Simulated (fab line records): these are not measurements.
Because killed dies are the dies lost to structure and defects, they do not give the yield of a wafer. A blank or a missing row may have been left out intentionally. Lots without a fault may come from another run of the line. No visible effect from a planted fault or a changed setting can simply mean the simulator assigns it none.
A struck lot beside a sound one || flow n5 finfet || 15 out of 1938 route steps
Sound: the wafers L476.2, L476.3, L476.5. The struck wafers were L492.2, L492.4, L492.5. The cause is named last.
At each step with rows: each side's tool, then ch and its chambers, then its first start. Under that, the readings that differ: sound wafers || struck wafers || difference of the means || sigmas: that difference in standard deviations of wafers without a fault.
alike: a reading whose means differ by less than 2 such deviations, as well as words and numbers matching on both sides. not compared: withheld readings; readings where some wafer has no value; bounds like >300 that might hide an equal value; numbers whose values overlap and for which the record gives no deviation.
Wherever a step has rows on one side only, a row that says differs or no value, or a row with sigmas, the two part there. When numbers do not overlap yet have no deviation, they are printed without sigmas and do not part them. A reading missing from all wafers of one side parts the sides only when that side holds two or more wafers.

first, 1 step without rows for these wafers: N5_STI_FIN_REVEAL_DENSIFY_02 (time 1800 s).
N5_STI_FIN_REVEAL_CMP_04: polishes, stops on Si3N4, t overpolish 4 s, target thk 131.83 nm.
  sound on cmp-03 ch 1,3, day 2 17:34; struck on cmp-03 ch 1,2, day 6 16:06
  alike: edge zone pressure frac, motor current A, overpolish run s, retaining ring pressure frac, time to endpoint s
N5_STI_FIN_REVEAL_THK_MEAS_05:
  struck on film metro-01, day 6 16:23; sound on film metro-01, day 2 17:52
  alike: thk nm
N5_STI_FIN_REVEAL_DENSIFY_30:
  sound on rtp anneal-02 ch 0, day 2 17:57; struck on rtp anneal-01 ch 0, day 6 16:27
  alike: lamp power pct, lamp_zone_2_pct
  not compared: wafer_temp_C_max
then, 1 step without rows for these wafers: N5_STI_FIN_REVEAL_ETCHBACK_08 (etches SiO2 in C4F6/O2, target depth 30.5 nm, time 10.167 s).
N5_STI_FIN_REVEAL_STRIP_24: strips in N2/H2, time 90 s.
  sound on rie diel-05 ch 0,1, day 2 18:20; struck on rie diel-05 ch 0,3, day 6 16:40
  alike: chamber pressure mTorr, drypump motor current A, oes product au, rf vpp V, showerhead plenum p Torr, throttle valve pct
  not compared: rf hours counter h
then, 4 steps without rows for these wafers: N5_STI_FIN_REVEAL_PRECLEAN_25 (cleans in SPM, time 90 s); N5_STI_FIN_REVEAL_PRECLEAN_26 (cleans in SC1, time 45 s); N5_STI_FIN_REVEAL_PRECLEAN_29 (cleans in DHF, time 30 s); N5_STI_FIN_REVEAL_SRD_12 (time 30 s).
N5_STI_FIN_REVEAL_RECESS_09: chemistry HF/NH3, target SiO2, afs cycles 11, target depth 42.5 nm, sublimation time 60 s.
  sound on vapor etch-01 ch 0,1, day 2 18:32; struck on vapor etch-01 ch 0,1, day 6 16:53
  alike: drypump motor current A
then, 1 step without rows for these wafers: N5_STI_FIN_REVEAL_STRIP_16 (strips SiNx in H3PO4, target depth 23.8 nm).
N5_STI_FIN_REVEAL_PRECLEAN_17: cleans in NF3:NH3, afs cycles 1, time 20 s, sublimation time 60 s.
  sound on remote plasma-01 ch 0, day 2 20:28; struck on remote plasma-01 ch 1, day 6 18:48
{"reading": "time s (s)", "sound": "20 20 20", "struck": "18.793 18.793 18.793", "difference": -1.207, "sigmas": ""}
N5_STI_FIN_REVEAL_ETCH_34: etches Si in H2, material Si, target depth 0.97 nm.
  sound on rie si-01 ch 0,3, day 2 20:38; struck on rie si-01 ch 1,2,3, day 6 18:58
  alike: chamber pressure mTorr, drypump motor current A, oes product au, throttle valve pct
  not compared: rf hours counter h
-- a jump in the record: the struck wafers' starts before and after are 10 days apart (it breaks off in module STI_FIN_REVEAL and resumes in module PASSIVATION, where the first step shown is number 1936 of the route) --
N5_PASSIVATION_PROBE_49:
  struck on prober-01, day 17 05:05; sound on prober-02, day 13 06:23
  alike: killed_at_M0_to_M3, killed_at_M4_up, killed at contacts, killed at front end, killed at other, killed dies, killed open, killed short

WHERE THEY PART
Nowhere in this record.

WHY: what the simulator had put in
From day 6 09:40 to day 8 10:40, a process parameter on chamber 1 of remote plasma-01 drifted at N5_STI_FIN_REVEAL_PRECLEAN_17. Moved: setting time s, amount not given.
